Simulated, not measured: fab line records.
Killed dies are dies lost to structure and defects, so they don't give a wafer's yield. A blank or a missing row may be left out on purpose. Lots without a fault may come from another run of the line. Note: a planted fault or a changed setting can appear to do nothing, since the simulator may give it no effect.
fab line records    flow nandHarc    part 1 of 2: steps 1 to 4 of 6
record: lots: 24  wafers: 72  lastDay: 24
route steps=1159 shown P_GATE@149 P_M0@268 P_M2@329
lots that met no fault: taken from a fault-free run of the same line
startH: hours from the record's first day to the start of the lot's first wafer shown    waitH: hours since the lot's step before    " repeats the value in the row above    L1.1+2: several wafers, shown together as one row    - no value, or no start was given    * or withheld: withheld    < > ~ a bound
route shown NAME@n: a module of which the file shows steps, and the number in the route of the first    usual: mean/standard deviation of fault-free wafers    same: alike in all rows    chamber/n: place in a boat    sites: readings site by site    _std_site: how widely they spread, as a standard deviation    _edge_site: mean of outer sites minus mean of inner sites    radiusMm: how far each site lies from the wafer's centre    mask NAME#n: copy n    behind: the last tool/chamber to shape the wafer    hold: why the lot went on hold/how many hours it stayed there/how the hold came to an end    device: whichever transistor did not switch (one of n, p or np)    end of line: tests of these same wafers at the route's end    a step given without rows: its recipe and nothing more    killed: the dies lost at the first sort to structure and to defects; this is not the yield of the wafer    map: a wafer's dies, x killed, . not, _ none there
set.NAME: the setting that was run; set.NAME@STEP: the one run at that earlier step    model.NAME: the simulator's own value behind a step, which no gauge read
a sample of lots followed through the steps of the route, with each step as a table and each wafer as a row
services: when a tool's chamber went out of use (startH, in hours from the record's first day, below 0 if earlier), for how many hours, and the reason
== steps ==
step: NHARC_P_GATE_ETCH_32
recipe: targetDepthA: 1500  overEtchFrac: 1  overEtchIonEnergyEv: 40  timeS: 100.1  hbrFlowSccm: 150  cl2FlowSccm: 50  rfW: 400  icpW: 400  biasW: 100  chemistry: HBr/Cl2
usual: biasW: 100.01/0.29  drypumpMotorCurrentA: 5.6/0.42  oesProductAu: 0.996/0.0081  throttleValvePct: 26.406/0.0092
lot.wafer  tool      chamber  startH  waitH  biasW   drypumpMotorCurrentA  oesProductAu  rfHoursCounterH  throttleValvePct
L074.2     rieSi-03  1        93.22   -      100.33  5.6                   0.993         1.2              26.400
L074.4     "         2        "       "      100.42  5.3                   1.006         1.2              26.400
L074.6     "         2        "       "      100.06  5.3                   0.996         -                26.426
L075.2     rieSi-02  3        96.94   -      100.01  5.4                   1.003         0.4              26.414
L075.1     "         2        "       "      100.07  6.2                   0.998         0.4              26.403
L075.6     "         3        "       "      100.09  5.4                   1.011         -                26.408
L076.4     rieSi-06  2        97.41   -      100.07  4.8                   0.996         0.6              26.428
L076.5     "         0        "       "      100.16  5.7                   0.993         -                26.408
L076.6     "         1        "       "      99.85   5.8                   0.989         -                26.425
L078.2     rieSi-06  2        115.66  -      99.62   4.8                   0.998         0.7              26.410
L078.4     "         3        "       "      99.61   6.4                   0.982         0.9              26.408
L078.5     "         2        "       "      99.62   4.8                   0.985         -                26.391
L077.1     rieSi-03  1        116.01  -      99.76   5.7                   1.003         1.4              26.405
L077.3     "         2        "       "      100.18  5.3                   0.986         1.3              26.405
L077.5     "         3        "       "      99.64   5.5                   0.988         -                26.392
L079.4     rieSi-06  0        121.64  -      100.25  5.8                   0.990         1.1              26.400
L079.5     "         2        "       "      100.23  4.8                   0.997         -                26.403
L079.6     "         3        "       "      99.83   6.4                   0.997         -                26.411
L080.4     rieSi-03  0        122.09  -      99.71   5.4                   0.992         1.3              26.401
L080.6     "         0        "       "      99.63   5.4                   0.993         -                26.391
L080.5     "         1        "       "      100.35  5.7                   1.008         -                26.408
L081.1     rieSi-06  3        133.69  -      99.68   6.4                   0.992         1.1              26.415
L081.3     "         2        "       "      100.05  4.8                   1.002         1.0              26.414
L081.6     "         3        "       "      99.89   6.4                   0.994         -                26.405
L082.4     rieSi-03  1        133.79  -      100.18  5.7                   0.992         1.6              26.413
L082.1     "         2        "       "      100.24  5.3                   0.991         1.5              26.407
L082.2     "         3        "       "      100.14  5.5                   0.987         1.3              26.389
L084.2     rieSi-03  1        150.42  -      99.98   5.7                   1.003         1.7              26.404
L084.3     "         2        "       "      99.67   5.3                   1.000         1.6              26.397
L084.1     "         0        "       "      99.38   5.4                   1.013         1.6              26.407
L083.1     rieSi-02  0        150.87  -      99.80   6.2                   1.006         0.9              26.417
L083.2     "         1        "       "      100.21  5.5                   0.997         0.8              26.408
L083.3     "         2        "       "      100.14  6.3                   1.012         0.8              26.413
L085.2     rieSi-06  0        151.27  -      100.09  5.7                   0.988         1.4              26.393
L085.1     "         2        "       "      99.69   4.8                   0.992         1.1              26.399
L085.5     "         0        "       "      100.18  5.7                   0.985         -                26.402
L086.3     rieSi-02  2        167.71  -      100.11  6.3                   1.013         1.0              26.399
L086.5     "         3        "       "      99.80   5.4                   0.997         -                26.397
L086.4     "         1        "       "      99.81   5.5                   0.995         -                26.416
L087.1     rieSi-03  0        167.83  -      100.07  5.4                   1.004         0.0              26.405
L087.2     "         2        "       "      100.22  5.3                   0.985         0.1              26.396
L087.6     "         1        "       "      99.93   5.7                   0.995         -                26.424
L088.1     rieSi-06  0        181.79  -      100.03  5.7                   0.989         1.7              26.412
L088.6     "         2        "       "      99.64   4.8                   1.013         -                26.408
L088.5     "         3        "       "      100.17  6.4                   0.986         -                26.408
L089.4     rieSi-03  2        182.39  -      99.94   5.3                   0.995         0.2              26.411
L089.1     "         3        "       "      100.01  5.5                   1.001         0.2              26.420
L089.5     "         2        "       "      100.58  5.3                   0.980         -                26.397
L090.1     rieSi-03  3        188.17  -      100.05  5.5                   0.996         0.2              26.387
L090.5     "         1        "       "      100.11  5.7                   0.993         -                26.418
L090.6     "         2        "       "      99.86   5.3                   0.993         -                26.395
L091.1     rieSi-03  2        194.12  -      100.53  5.3                   0.991         0.3              26.411
L091.4     "         0        "       "      99.83   5.4                   1.009         0.3              26.397
L091.5     "         1        "       "      100.03  5.7                   0.998         -                26.414
L092.3     rieSi-03  0        201.04  -      99.94   5.4                   1.010         0.4              26.401
L092.1     "         1        "       "      100.13  5.7                   1.009         0.5              26.410
L092.5     "         2        "       "      100.48  5.3                   1.008         -                26.401
L093.3     rieSi-03  0        206.88  -      99.78   5.4                   1.004         0.4              26.395
L093.2     "         2        "       "      100.05  5.3                   0.998         0.5              26.414
L093.6     "         3        "       "      100.20  5.5                   0.991         -                26.397
L094.2     rieSi-06  0        207.49  -      99.65   5.8                   0.992         0.1              26.403
L094.4     "         3        "       "      99.91   6.4                   0.994         0.1              26.404
L094.5     "         0        "       "      100.17  5.8                   0.993         -                26.422
L095.1     rieSi-06  1        218.04  -      99.93   5.8                   1.015         0.3              26.432
L095.4     "         3        "       "      99.96   6.4                   0.998         0.2              26.397
L095.5     "         0        "       "      100.07  5.7                   0.987         -                26.407
L096.4     rieSi-06  3        221.39  -      99.87   6.4                   1.001         0.3              26.406
L096.2     "         1        "       "      100.07  5.8                   1.008         0.3              26.413
L096.5     "         0        "       "      100.31  5.8                   0.996         -                26.407
L097.1     rieSi-03  0        221.87  -      99.70   5.4                   1.004         0.6              26.409
L097.3     "         1        "       "      99.64   5.7                   0.996         0.7              26.407
L097.2     "         2        "       "      100.19  5.3                   1.002         0.7              26.413
step: NHARC_P_GATE_DESCUM_48
recipe: timeS: 3  o2FlowSccm: 200  arFlowSccm: 0  biasPowerW: 0  chemistry: O2
usual: drypumpMotorCurrentA: 5.7/0.47  oesProductAu: 1.000/0.012  rfVppV: 57.9/0.89  showerheadPlenumPTorr: 1.93/0.052  throttleValvePct: 11.313/0.0083
lot.wafer  tool        chamber  startH  waitH  drypumpMotorCurrentA  oesProductAu  rfHoursCounterH  rfVppV  showerheadPlenumPTorr  throttleValvePct
L074.4     rieDiel-11  2        104.82  -      6.0                   1.000         30               57.2    1.99                   11.319
L074.2     "           3        "       "      5.0                   0.996         29               58.9    1.91                   11.292
L074.6     "           1        "       "      5.3                   0.996         -                56.6    1.83                   11.311
L076.4     rieDiel-09  3        109.00  -      5.7                   0.984         11               57.8    1.87                   11.311
L076.6     "           2        "       "      5.4                   0.985         -                56.0    1.95                   11.315
L076.5     "           3        "       "      5.7                   0.979         -                57.4    1.87                   11.319
L075.2     rieDiel-13  1        110.40  -      6.1                   0.976         0                58.2    1.91                   11.316
L075.1     "           2        "       "      6.1                   1.014         1                57.8    1.98                   11.316
L075.6     "           0        "       "      5.6                   1.017         -                56.8    1.93                   11.313
L078.2     rieDiel-11  2        127.22  -      6.0                   1.006         38               58.5    1.99                   11.300
L078.4     "           3        "       "      5.0                   1.007         39               57.5    1.91                   11.320
L078.5     "           0        "       "      6.0                   1.025         -                57.8    1.93                   11.317
L077.1     rieDiel-09  1        129.79  -      6.7                   0.988         18               57.5    2.02                   11.314
L077.3     "           3        "       "      5.7                   0.977         18               57.9    1.87                   11.310
L077.5     "           1        "       "      6.7                   0.991         -                59.1    2.02                   11.323
L079.4     rieDiel-13  2        132.93  -      6.1                   1.010         5                57.7    1.98                   11.309
L079.5     "           2        "       "      6.1                   1.019         -                59.9    1.98                   11.297
L079.6     "           3        "       "      5.1                   1.020         -                57.5    1.88                   11.321
L080.4     rieDiel-11  2        133.61  -      6.0                   1.000         40               56.9    1.99                   11.319
L080.5     "           2        "       "      6.0                   0.994         -                56.9    1.99                   11.303
L080.6     "           3        "       "      5.0                   0.988         -                58.4    1.91                   11.308
L081.1     rieDiel-13  1        145.22  -      6.1                   0.994         6                58.7    1.91                   11.325
L081.3     "           3        "       "      5.1                   1.008         7                57.1    1.88                   11.316
L081.6     "           1        "       "      6.1                   0.999         -                57.0    1.91                   11.303
L082.2     rieDiel-11  3        145.38  -      5.0                   0.979         46               58.1    1.91                   11.317
L082.1     "           0        "       "      6.0                   1.016         43               57.3    1.92                   11.331
L082.4     "           2        "       "      6.0                   0.997         44               58.7    1.99                   11.304
L084.2     rieDiel-13  3        161.94  -      5.1                   1.011         9                57.7    1.88                   11.312
L084.1     "           0        "       "      5.6                   1.001         9                58.0    1.93                   11.324
L084.3     "           1        "       "      6.1                   0.993         9                57.3    1.91                   11.311
L083.2     rieDiel-13  0        162.29  -      5.6                   1.006         9                58.2    1.93                   11.311
L083.3     "           1        "       "      6.1                   0.993         9                57.2    1.91                   11.309
L083.1     "           2        "       "      6.2                   1.017         9                56.2    1.98                   11.299
L085.1     rieDiel-09  2        168.89  -      5.4                   0.992         35               57.4    1.95                   11.308
L085.2     "           3        "       "      5.7                   0.996         36               57.8    1.86                   11.320
L085.5     "           0        "       "      5.5                   1.008         -                59.8    2.02                   11.316
L086.3     rieDiel-11  0        179.20  -      6.0                   1.011         54               58.4    1.92                   11.317
L086.4     "           1        "       "      5.3                   0.997         53               57.1    1.82                   11.319
L086.5     "           3        "       "      5.0                   0.999         -                57.6    1.90                   11.302
L087.1     rieDiel-13  1        179.35  -      6.1                   0.985         12               55.3    1.91                   11.296
L087.2     "           3        "       "      5.0                   1.006         12               57.5    1.88                   11.318
L087.6     "           0        "       "      5.6                   1.002         -                59.7    1.93                   11.318
L088.1     rieDiel-13  2        193.42  -      6.1                   1.017         16               57.5    1.97                   11.318
L088.6     "           2        "       "      6.1                   1.012         -                58.9    1.97                   11.305
L088.5     "           3        "       "      5.0                   1.001         -                59.5    1.88                   11.292
L089.4     rieDiel-13  2        193.84  -      6.2                   1.011         16               58.2    1.97                   11.312
L089.1     "           3        "       "      5.0                   1.000         16               57.7    1.88                   11.312
L089.5     "           2        "       "      6.2                   1.013         -                58.2    1.97                   11.323
L090.1     rieDiel-11  2        199.90  -      6.0                   0.991         0                58.2    1.98                   11.289
L090.5     "           3        "       "      5.0                   1.000         -                58.2    1.90                   11.315
L090.6     "           0        "       "      6.0                   1.007         -                57.8    1.92                   11.331
L091.1     rieDiel-11  0        205.71  -      6.0                   1.008         2                58.7    1.92                   11.299
L091.4     "           1        "       "      5.3                   1.007         2                56.8    1.82                   11.310
L091.5     "           3        "       "      5.0                   0.992         -                58.8    1.90                   11.304
L092.3     rieDiel-13  2        214.41  -      6.1                   1.007         20               60.0    1.97                   11.311
L092.1     "           3        "       "      5.1                   0.993         20               57.8    1.88                   11.315
L092.5     "           0        "       "      5.6                   1.007         -                58.3    1.93                   11.336
L093.2     rieDiel-13  1        218.29  -      6.1                   0.975         20               56.7    1.90                   11.300
L093.3     "           2        "       "      6.1                   1.005         20               57.5    1.97                   11.303
L093.6     "           1        "       "      6.1                   0.974         -                57.0    1.90                   11.324
L094.2     rieDiel-13  2        218.87  -      6.1                   1.014         20               57.2    1.97                   11.307
L094.4     "           3        "       "      5.1                   1.005         20               56.9    1.88                   11.318
L094.5     "           1        "       "      6.1                   0.987         -                56.4    1.90                   11.300
L095.1     rieDiel-11  2        229.46  -      6.0                   1.012         10               57.6    1.98                   11.323
L095.4     "           1        "       "      5.4                   1.003         8                59.0    1.82                   11.315
L095.5     "           2        "       "      6.0                   1.002         -                58.6    1.98                   11.315
L096.4     rieDiel-09  0        232.86  -      5.5                   1.009         57               57.5    2.02                   11.311
L096.2     "           3        "       "      5.7                   0.999         59               57.1    1.85                   11.302
L096.5     "           0        "       "      5.5                   1.006         -                57.9    2.01                   11.312
L097.1     rieDiel-09  1        233.50  -      6.7                   1.000         57               57.3    2.01                   11.313
L097.3     "           2        "       "      5.4                   0.982         57               58.3    1.94                   11.311
L097.2     "           3        "       "      5.7                   0.998         59               58.1    1.85                   11.313
step: NHARC_P_M0_ETCH_15
recipe: targetDepthA: 1500  overetchA: 150  timeS: 82.5  c4f8FlowSccm: withheld  arFlowSccm: 400  rfW: 600  biasW: 300  chemistry: C4F8/Ar
usual: biasW: 299.9/0.89  oesProductAu: 0.958/0.021  rfVppV: 442.1/2.2
lot.wafer  tool        chamber  startH  waitH  biasW  oesProductAu  rfHoursCounterH  rfVppV
L074.2     rieDiel-05  2        -       -      299.6  0.974         8                445.7
L074.4     "           3        "       "      298.9  0.980         3                441.4
L074.6     "           3        "       "      298.3  0.976         -                441.2
L076.4     rieDiel-08  1        -       -      298.8  0.964         12               439.1
L076.5     "           1        "       "      299.6  0.970         -                440.5
L076.6     "           2        "       "      300.3  0.955         -                444.0
L075.2     rieDiel-03  3        -       -      299.1  0.965         6                439.8
L075.1     "           0        "       "      300.3  0.968         6                445.7
L075.6     "           3        "       "      299.1  0.965         -                440.0
L078.2     rieDiel-03  1        -       -      299.6  0.959         6                442.7
L078.4     "           3        "       "      300.3  0.980         7                440.2
L078.5     "           1        "       "      299.9  0.951         -                442.2
L077.1     rieDiel-05  3        -       -      299.9  0.977         4                441.3
L077.3     "           1        "       "      300.6  0.962         11               441.1
L077.5     "           3        "       "      299.5  0.980         -                441.4
L079.5     rieDiel-05  3        -       -      299.9  0.918         -                441.7
L079.6     "           0        "       "      300.4  0.913         -                441.8
L079.4     "           2        "       "      301.2  0.939         -                445.6
L080.6     rieDiel-08  2        -       -      299.9  0.958         -                443.5
L080.4     "           3        "       "      299.3  0.974         -                440.8
L080.5     "           1        "       "      300.4  0.960         -                439.4
L081.1     rieDiel-03  3        -       -      299.1  0.933         8                440.5
L081.3     "           2        "       "      299.7  0.997         7                445.4
L081.6     "           3        "       "      300.0  0.920         -                442.1
L082.2     rieDiel-05  2        -       -      301.2  0.930         11               444.5
L082.4     "           3        "       "      298.9  0.954         5                441.9
L082.1     "           0        "       "      300.8  0.925         12               442.4
L084.2     rieDiel-08  3        -       -      300.1  0.992         4                439.5
L084.3     "           0        "       "      299.1  0.947         1                441.6
L084.1     "           2        "       "      301.1  0.964         4                444.6
L083.2     rieDiel-08  0        -       -      299.0  0.947         1                440.2
L083.1     "           2        "       "      300.3  0.979         4                442.8
L083.3     "           3        "       "      300.9  0.991         4                440.0
L085.2     rieDiel-03  2        -       -      299.9  0.921         9                444.3
L085.1     "           0        "       "      300.0  0.932         10               445.3
L085.5     "           2        "       "      300.1  0.924         -                443.9
L086.3     rieDiel-08  3        -       -      299.1  0.969         6                440.5
L086.4     "           2        "       "      301.2  0.964         5                443.6
L086.5     "           3        "       "      299.4  0.975         -                440.4
L087.2     rieDiel-03  3        -       -      298.9  0.934         11               440.9
L087.1     "           2        "       "      300.5  0.919         10               445.1
L087.6     "           0        "       "      300.6  0.931         -                446.1
L088.1     rieDiel-03  3        -       -      299.7  0.918         11               439.3
L088.5     "           1        "       "      298.8  0.924         -                441.8
L088.6     "           2        "       "      300.4  0.923         -                444.3
L089.4     rieDiel-03  2        -       -      299.4  0.950         11               445.1
L089.1     "           1        "       "      299.4  0.945         12               440.0
L089.5     "           2        "       "      298.8  0.948         -                444.8
L090.1     rieDiel-08  2        -       -      301.7  0.975         7                442.9
L090.5     "           2        "       "      299.5  0.977         -                444.6
L090.6     "           3        "       "      300.3  0.988         -                439.7
L091.1     rieDiel-05  0        -       -      299.5  0.987         4                441.8
L091.4     "           1        "       "      299.6  0.967         4                440.8
L091.5     "           3        "       "      299.2  0.957         -                441.7
L092.3     rieDiel-03  1        -       -      298.4  0.975         0                442.5
L092.1     "           3        "       "      300.7  0.992         0                438.5
L092.5     "           1        "       "      300.6  0.972         -                443.2
L093.3     rieDiel-05  3        -       -      299.2  0.943         3                441.5
L093.2     "           0        "       "      299.3  0.966         4                440.6
L093.6     "           1        "       "      300.8  0.959         -                440.9
L094.2     rieDiel-08  0        -       -      299.3  0.963         6                439.9
L094.4     "           2        "       "      298.6  0.955         8                444.5
L094.5     "           0        "       "      299.9  0.949         -                440.4
L095.4     rieDiel-08  3        -       -      302.7  0.973         9                441.4
L095.1     "           0        "       "      299.5  0.965         6                442.1
L095.5     "           3        "       "      301.5  0.973         -                440.0
L097.1     rieDiel-08  0        -       -      300.0  0.958         7                441.6
L097.2     "           1        "       "      299.8  0.961         9                441.2
L097.3     "           3        "       "      298.4  0.991         10               441.3
L096.2     rieDiel-03  3        -       -      300.3  0.978         1                440.1
L096.4     "           2        "       "      298.9  0.949         -                444.3
L096.5     "           0        "       "      299.7  0.955         -                444.9
step: NHARC_P_M2_OVL_MEAS_10
recipe: pitchNm: 340
usual: overlayXNm: -0.1/0.89  overlayYNm: 0.2/0.8
lot.wafer  tool        chamber  startH  waitH  overlayXNm  overlayYNm
L074.2     overlay-01  -        127.47  -      0.3         1.4
L074.4     "           -        "       "      -0.1        0.6
L074.6     "           -        "       "      0.5         1.2
L076.4     overlay-02  -        130.22  -      0.0         -0.1
L076.5     "           -        "       "      -0.1        0.1
L076.6     "           -        "       "      0.4         0.6
L075.1     overlay-01  -        134.85  -      -1.1        0.2
L075.2     "           -        "       "      -1.1        0.1
L075.6     "           -        "       "      -0.8        -0.9
L078.2     overlay-02  -        148.16  -      0.6         -0.2
L078.4     "           -        "       "      0.9         0.0
L078.5     "           -        "       "      1.0         -0.1
L077.1     overlay-02  -        149.99  -      -1.0        0.2
L077.3     "           -        "       "      -0.9        -0.6
L077.5     "           -        "       "      -0.9        -0.2
L079.4     overlay-02  -        158.06  -      0.2         -0.5
L079.5     "           -        "       "      -0.5        -0.7
L079.6     "           -        "       "      0.3         0.0
L080.4     overlay-02  -        158.80  -      0.2         1.0
L080.5     "           -        "       "      -0.1        1.2
L080.6     "           -        "       "      0.0         1.3
L081.1     overlay-01  -        168.23  -      -1.0        1.8
L081.3     "           -        "       "      -0.2        1.3
L081.6     "           -        "       "      0.0         2.0
L082.1     overlay-01  -        169.36  -      -0.9        0.3
L082.2     "           -        "       "      -1.7        0.5
L082.4     "           -        "       "      -1.7        0.3
L084.1     overlay-01  -        182.26  -      1.0         1.1
L084.2     "           -        "       "      1.3         0.3
L084.3     "           -        "       "      1.9         0.4
L083.1     overlay-02  -        182.93  -      -0.1        1.7
L083.2     "           -        "       "      -0.6        1.1
L083.3     "           -        "       "      -0.3        1.4
L085.1     overlay-02  -        189.47  -      -0.2        -1.3
L085.2     "           -        "       "      -0.2        -0.7
L085.5     "           -        "       "      -0.6        -0.8
L086.3     overlay-02  -        201.33  -      -0.5        -0.3
L086.4     "           -        "       "      -0.7        -0.2
L086.5     "           -        "       "      -0.6        -0.4
L087.1     overlay-01  -        202.26  -      -0.1        0.2
L087.2     "           -        "       "      -0.4        0.4
L087.6     "           -        "       "      0.0         0.1
L088.1     overlay-01  -        219.96  -      -1.3        -0.2
L088.5     "           -        "       "      -1.0        -0.2
L088.6     "           -        "       "      -1.8        0.1
L089.1     overlay-01  -        220.24  -      -0.3        1.1
L089.4     "           -        "       "      0.4         1.4
L089.5     "           -        "       "      -0.6        0.7
L090.1     overlay-02  -        222.28  -      -1.4        -1.0
L090.5     "           -        "       "      -1.8        -1.0
L090.6     "           -        "       "      -0.6        0.1
L091.1     overlay-02  -        228.78  -      -0.9        -0.5
L091.4     "           -        "       "      -0.4        -0.6
L091.5     "           -        "       "      -0.4        -0.8
L092.1     overlay-01  -        235.38  -      -0.5        1.5
L092.3     "           -        "       "      -0.2        1.5
L092.5     "           -        "       "      -0.2        1.4
L093.2     overlay-01  -        243.60  -      -0.6        -0.2
L093.3     "           -        "       "      -0.7        -0.7
L093.6     "           -        "       "      -0.8        -0.6
L094.2     overlay-01  -        244.68  -      -0.2        0.1
L094.4     "           -        "       "      0.0         0.2
L094.5     "           -        "       "      0.2         0.1
L095.1     overlay-02  -        250.62  -      1.9         0.3
L095.4     "           -        "       "      1.9         -0.3
L095.5     "           -        "       "      2.4         -0.2
L097.1     overlay-02  -        254.73  -      1.3         -1.5
L097.2     "           -        "       "      1.0         -0.8
L097.3     "           -        "       "      1.2         -1.4
L096.2     overlay-01  -        255.39  -      0.4         0.6
L096.4     "           -        "       "      1.1         1.1
L096.5     "           -        "       "      0.5         0.4
